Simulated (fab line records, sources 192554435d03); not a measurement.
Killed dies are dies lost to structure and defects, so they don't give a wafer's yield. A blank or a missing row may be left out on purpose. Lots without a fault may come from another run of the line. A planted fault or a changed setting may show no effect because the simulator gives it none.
Chamber matching | flow n5_finfet | N5_BEOL_M0_SAQP_ETCH_73 on rie_diel-03: 4 sister chambers
The step etches SiARC in CF4, target depth 19.5 nm, time 32.5 s. 18 wafers are shown with their chamber, then 9 later ones without.

WAFERS WITH THEIR CHAMBER
wafer  | chamber | drypump_motor_current_A (A) | showerhead_plenum_p_Torr (Torr) | throttle_valve_pct (%)
L076.4 | 3       | 6.2                         | 2.11                            | 15.62
L076.5 | 0       | 4.9                         | 2.28                            | 15.31
L076.6 | 1       | 5.6                         | 2.13                            | 15.86
L078.4 | 1       | 5.6                         | 2.13                            | 15.85
L078.5 | 0       | 5.0                         | 2.28                            | 15.32
L078.6 | 1       | 5.6                         | 2.13                            | 15.85
L080.3 | 2       | 5.1                         | 2.17                            | 15.69
L080.4 | 1       | 5.6                         | 2.13                            | 15.87
L080.5 | 3       | 6.2                         | 2.11                            | 15.63
L084.1 | 1       | 5.6                         | 2.13                            | 15.87
L084.4 | 2       | 5.1                         | 2.17                            | 15.71
L084.6 | 2       | 5.1                         | 2.17                            | 15.70
L087.1 | 0       | 5.0                         | 2.27                            | 15.36
L087.2 | 1       | 5.6                         | 2.12                            | 15.89
L087.4 | 2       | 5.1                         | 2.17                            | 15.71
L091.2 | 0       | 5.0                         | 2.27                            | 15.38
L091.3 | 3       | 6.2                         | 2.10                            | 15.66
L091.4 | 1       | 5.6                         | 2.12                            | 15.90

SIGNATURES (means of the wafers above)
reading                  | chamber 0 | chamber 1 | chamber 2 | chamber 3 | scatter within a chamber
drypump_motor_current_A  | 4.975     | 5.600     | 5.100     | 6.200     | 0.0231
showerhead_plenum_p_Torr | 2.2750    | 2.1271    | 2.1700    | 2.1067    | 0.0047
throttle_valve_pct       | 15.3425   | 15.8700   | 15.7025   | 15.6367   | 0.0217
Rule: a wafer's distance from a chamber is the root of the sum, over the readings, of the square of ((its reading less the chamber's mean) divided by the reading's scatter). The wafer belongs to the nearest chamber; if the next one is less than 2 further off, it can't be placed. The scatter: the root of (the sum of the squares of (reading less its chamber's mean) over the shown wafers, divided by (wafers less chambers)).

WAFERS WITHOUT THEIR CHAMBER
wafer  | drypump_motor_current_A (A) | showerhead_plenum_p_Torr (Torr) | throttle_valve_pct (%)
L093.1 | 5.0                         | 2.27                            | 15.38
L093.5 | 6.2                         | 2.10                            | 15.67
L093.6 | 5.0                         | 2.17                            | 15.71
L094.2 | 5.6                         | 2.12                            | 15.92
L094.3 | 5.1                         | 2.17                            | 15.73
L094.5 | 6.2                         | 2.10                            | 15.69
L096.1 | 6.2                         | 2.10                            | 15.69
L096.3 | 5.6                         | 2.12                            | 15.90
L096.5 | 6.2                         | 2.10                            | 15.69

WHICH CHAMBER EACH WENT THROUGH
wafer  | from the rows above | in truth
L093.1 | 0                   | 0
L093.5 | 3                   | 3
L093.6 | 2                   | 2
L094.2 | 1                   | 1
L094.3 | 2                   | 2
L094.5 | 3                   | 3
L096.1 | 3                   | 3
L096.3 | 1                   | 1
L096.5 | 3                   | 3
Placed correctly: 9 of 9. Can't be placed from these rows: 0. Placed wrongly: 0.
